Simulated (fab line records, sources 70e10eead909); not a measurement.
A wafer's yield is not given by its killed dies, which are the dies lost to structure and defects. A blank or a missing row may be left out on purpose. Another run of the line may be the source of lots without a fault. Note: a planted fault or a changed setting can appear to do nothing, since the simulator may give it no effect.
Chamber matching / flow nandHarc / rieDiel-07 running NHARC_A_BLC_STRIP_29: 4 sister chambers
The step strips in CF4. 4 wafers are shown with their chamber, then 7 later ones without.

WAFERS PAIRED WITH THEIR CHAMBERS
wafer=L701.1; chamber=1; drypumpMotorCurrentA (A)=6.4
wafer=L701.6; chamber=0; drypumpMotorCurrentA (A)=5.4
wafer=L700.1; chamber=3; drypumpMotorCurrentA (A)=5.3
wafer=L700.3; chamber=2; drypumpMotorCurrentA (A)=5.7

WAFERS WHOSE CHAMBER IS MISSING
wafer=L700.5; drypumpMotorCurrentA (A)=5.3
wafer=L703.1; drypumpMotorCurrentA (A)=5.3
wafer=L703.4; drypumpMotorCurrentA (A)=6.4
wafer=L703.6; drypumpMotorCurrentA (A)=6.4
wafer=L707.2; drypumpMotorCurrentA (A)=5.3
wafer=L707.4; drypumpMotorCurrentA (A)=5.6
wafer=L707.5; drypumpMotorCurrentA (A)=5.3

CHAMBER TAKEN BY EACH
wafer=L700.5; from the rows above=3; in truth=3
wafer=L703.1; from the rows above=3; in truth=3
wafer=L703.4; from the rows above=1; in truth=1
wafer=L703.6; from the rows above=1; in truth=1
wafer=L707.2; from the rows above=3; in truth=3
wafer=L707.4; from the rows above=2; in truth=2
wafer=L707.5; from the rows above=3; in truth=3
Correctly placed: 7 of 7. Can't be placed from these rows: 0. Placed wrongly: 0.
How it was worked out, from the rows above alone: a wafer's distance from a chamber is the root of the sum, over the readings, of the square of ((its reading less the chamber's mean) divided by the reading's scatter). If the next closest chamber is less than 2 further off than the closest, the wafer can't be placed; otherwise it belongs to the closest. For every chamber, the mean is computed from those of its wafers that are shown. The scatter: root of mean squared gap, hidden wafer to nearest shown wafer, with one shown wafer a chamber.
